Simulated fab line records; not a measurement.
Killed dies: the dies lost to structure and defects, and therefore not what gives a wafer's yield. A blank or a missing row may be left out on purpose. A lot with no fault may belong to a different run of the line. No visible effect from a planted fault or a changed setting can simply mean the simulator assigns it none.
Chamber matching / flow n5Finfet / N5_PMOS_HMC_CHANNEL_EPI_CMP_21 on cmp-04 has 4 sister chambers
The step polishes SiGe30, target thk 54 nm. 8 wafers are shown with their chamber, then 8 later ones without.

## WAFERS WITH THEIR CHAMBER
wafer=L076.2; chamber=3; motorCurrentA (A)=11.3; retainingRingPressureFrac=0.992
wafer=L079.4; chamber=1; motorCurrentA (A)=11.1; retainingRingPressureFrac=0.997
wafer=L080.5; chamber=1; motorCurrentA (A)=11.2; retainingRingPressureFrac=1.003
wafer=L080.6; chamber=2; motorCurrentA (A)=13.8; retainingRingPressureFrac=1.004
wafer=L089.1; chamber=3; motorCurrentA (A)=11.9; retainingRingPressureFrac=0.996
wafer=L089.4; chamber=0; motorCurrentA (A)=13.6; retainingRingPressureFrac=0.997
wafer=L089.5; chamber=0; motorCurrentA (A)=14.1; retainingRingPressureFrac=1.005
wafer=L093.3; chamber=2; motorCurrentA (A)=13.9; retainingRingPressureFrac=1.004

## WAFERS WITHOUT THEIR CHAMBER
wafer=L093.5; motorCurrentA (A)=11.1; retainingRingPressureFrac=1.000
wafer=L093.6; motorCurrentA (A)=14.4; retainingRingPressureFrac=1.007
wafer=L094.2; motorCurrentA (A)=13.0; retainingRingPressureFrac=0.997
wafer=L094.3; motorCurrentA (A)=10.8; retainingRingPressureFrac=1.005
wafer=L094.5; motorCurrentA (A)=13.3; retainingRingPressureFrac=0.995
wafer=L096.2; motorCurrentA (A)=10.6; retainingRingPressureFrac=1.004
wafer=L096.4; motorCurrentA (A)=14.0; retainingRingPressureFrac=0.996
wafer=L096.5; motorCurrentA (A)=11.6; retainingRingPressureFrac=0.993

## WHICH CHAMBER EACH ONE RAN IN
wafer=L093.5; from the rows above=1; in truth=1
wafer=L093.6; from the rows above=can't be placed: 2 or 0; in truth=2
wafer=L094.2; from the rows above=can't be placed: 0 or 2 or 3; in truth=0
wafer=L094.3; from the rows above=1; in truth=1
wafer=L094.5; from the rows above=can't be placed: 0 or 2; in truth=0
wafer=L096.2; from the rows above=1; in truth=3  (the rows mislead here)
wafer=L096.4; from the rows above=can't be placed: 0 or 2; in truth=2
wafer=L096.5; from the rows above=3; in truth=3
Correctly placed: 3 of 8. Unplaceable from these rows: 4, with the true chamber sitting among the candidates in 4. Placed wrongly: 1.
How it was worked out, from the rows above alone: a wafer's distance from a chamber is the root of the sum, over the readings, of the square of ((its reading less the chamber's mean) divided by the reading's scatter). The wafer belongs to the nearest chamber; if the next one is less than 2 further off, it can't be placed. For every chamber, the mean is computed from those of its wafers that are shown. The scatter: the root of (the sum of the squares of (reading less its chamber's mean) over the shown wafers, divided by (wafers less chambers)).
